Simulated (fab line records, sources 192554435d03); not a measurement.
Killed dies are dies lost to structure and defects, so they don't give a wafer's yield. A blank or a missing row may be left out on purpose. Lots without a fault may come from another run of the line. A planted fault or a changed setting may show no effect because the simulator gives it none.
Tool commonality check | flow n5_finfet | 9 lots, 27 wafers sampled

WHY IT WAS OPENED
At N5_BEOL_M4_RC_MEAS_101 the reading VT_N_LONG is flagged on 2 of 9 lots. Wafers without a fault read 275.3 mV, standard deviation 2.4.
Rule: a lot is flagged when every wafer of it that has a number lies more than 4 standard deviations from that mean, or none has a number. The other lots count as sound.

lot  | measured     | on        | VT_N_LONG (mV), wafer by wafer | flag
L444 | day 7 18:44  | prober-02 | 274.4 272.4 272.4              |
L446 | day 8 11:07  | prober-01 | 274.6 276.2 276.3              |
L447 | day 8 13:11  | prober-02 | 275.8 275.1 272.8              |
L452 | day 10 02:28 | prober-02 | 278.4 276.7 275.8              |
L454 | day 10 11:20 | prober-02 | 272.6 274.3 275.2              |
L457 | day 11 01:20 | prober-02 | 328.6 328.4 327.4              | FLAGGED
L458 | day 11 20:35 | prober-01 | 321.2 326.0 322.0              | FLAGGED
L466 | day 13 20:10 | prober-01 | 276.1 272.7 276.6              |
L467 | day 14 06:29 | prober-02 | 278.0 274.5 277.6              |
The numbers of the flagged lots are 325.6 mV on average: +50.3 mV against the usual, or +21 standard deviations.

WHICH TOOL RAN EACH LOT
The record holds 3 process steps before the reading, out of a route of 1938 steps. In each cell: the tool, then ch and the chambers that the sampled wafers went through, then the start.
lot  | flag    | N5_HKMG_FIN_ETCH_86                | N5_HKMG_FIN_ALD_71                  | N5_HKMG_FIN_STRIP_69
L444 |         | rie_diel-01 ch 1,3, day 4 05:17    | ald_metal-02 ch 0,2,3, day 4 06:01  | plasma_asher-02 ch 0, day 4 06:43
L446 |         | rie_diel-05 ch 0,1, day 4 16:32    | ald_metal-04 ch 0,1,3, day 4 17:16  | plasma_asher-02 ch 0,1, day 4 17:59
L447 |         | rie_diel-06 ch 0,1, day 4 23:01    | ald_metal-02 ch 0,2,3, day 4 23:45  | plasma_asher-01 ch 0,1, day 5 00:27
L452 |         | rie_diel-01 ch 1,2,3, day 6 08:33  | ald_metal-03 ch 0,2,3, day 6 09:17  | plasma_asher-02 ch 0, day 6 10:10
L454 |         | rie_diel-01 ch 0,2, day 6 20:59    | ald_metal-02 ch 0,1,3, day 6 21:47  | plasma_asher-02 ch 0,1, day 6 22:29
L457 | FLAGGED | rie_diel-01 ch 0,1,3, day 7 12:35  | ald_metal-02 ch 0,1,3, day 7 13:19  | plasma_asher-02 ch 0, day 7 14:01
L458 | FLAGGED | rie_diel-01 ch 0,3, day 7 20:23    | ald_metal-03 ch 2,3, day 7 21:07    | plasma_asher-01 ch 0,1, day 7 21:49
L466 |         | rie_diel-05 ch 0,2,3, day 10 01:50 | ald_metal-04 ch 0,2,3, day 10 02:34 | plasma_asher-01 ch 0, day 10 03:26
L467 |         | rie_diel-01 ch 1,2,3, day 10 05:10 | ald_metal-02 ch 0,1,2, day 10 05:53 | plasma_asher-01 ch 1, day 10 06:35
What these steps do:
- N5_HKMG_FIN_ETCH_86: etches SOC in N2/H2, stops on TiN, target depth 393.2 nm.
- N5_HKMG_FIN_ALD_71: deposits TiN, target thk 1 nm, pulse time 1 s, purge time 3 s.
- N5_HKMG_FIN_STRIP_69: strips in N2/H2, time 360 s.
- N5_BEOL_M4_RC_MEAS_101

FLAGGED OVER TOTAL, TOOL BY TOOL (the gauges that took the reading come last)
step                   | tool            | lots run | flagged | share of the flagged lots | sound lots run after its first flagged lot
N5_HKMG_FIN_ETCH_86    | rie_diel-01     | 6        | 2       | all                       | 1 (L467)
N5_HKMG_FIN_ETCH_86    | rie_diel-05     | 2        | 0       | none                      | -
N5_HKMG_FIN_ETCH_86    | rie_diel-06     | 1        | 0       | none                      | -
N5_HKMG_FIN_ALD_71     | ald_metal-02    | 5        | 1       | some                      | 1 (L467)
N5_HKMG_FIN_ALD_71     | ald_metal-03    | 2        | 1       | some                      | 0
N5_HKMG_FIN_ALD_71     | ald_metal-04    | 2        | 0       | none                      | -
N5_HKMG_FIN_STRIP_69   | plasma_asher-01 | 4        | 1       | some                      | 2 (L466,L467)
N5_HKMG_FIN_STRIP_69   | plasma_asher-02 | 5        | 1       | some                      | 0
N5_BEOL_M4_RC_MEAS_101 | prober-01       | 3        | 1       | some                      | 1 (L466)
N5_BEOL_M4_RC_MEAS_101 | prober-02       | 6        | 1       | some                      | 1 (L467)

WHAT THE TABLE ALLOWS
1 row of the table ran every flagged lot: rie_diel-01 at N5_HKMG_FIN_ETCH_86.
- rie_diel-01 at N5_HKMG_FIN_ETCH_86: 2 of its 6 lots flagged. Sound lots ran on it after the first flagged one (L467), which a lasting fault on the whole tool wouldn't allow.
No row of the table ran every flagged lot and no sound lot after the first.

WHAT THE SIMULATOR HAD PUT IN
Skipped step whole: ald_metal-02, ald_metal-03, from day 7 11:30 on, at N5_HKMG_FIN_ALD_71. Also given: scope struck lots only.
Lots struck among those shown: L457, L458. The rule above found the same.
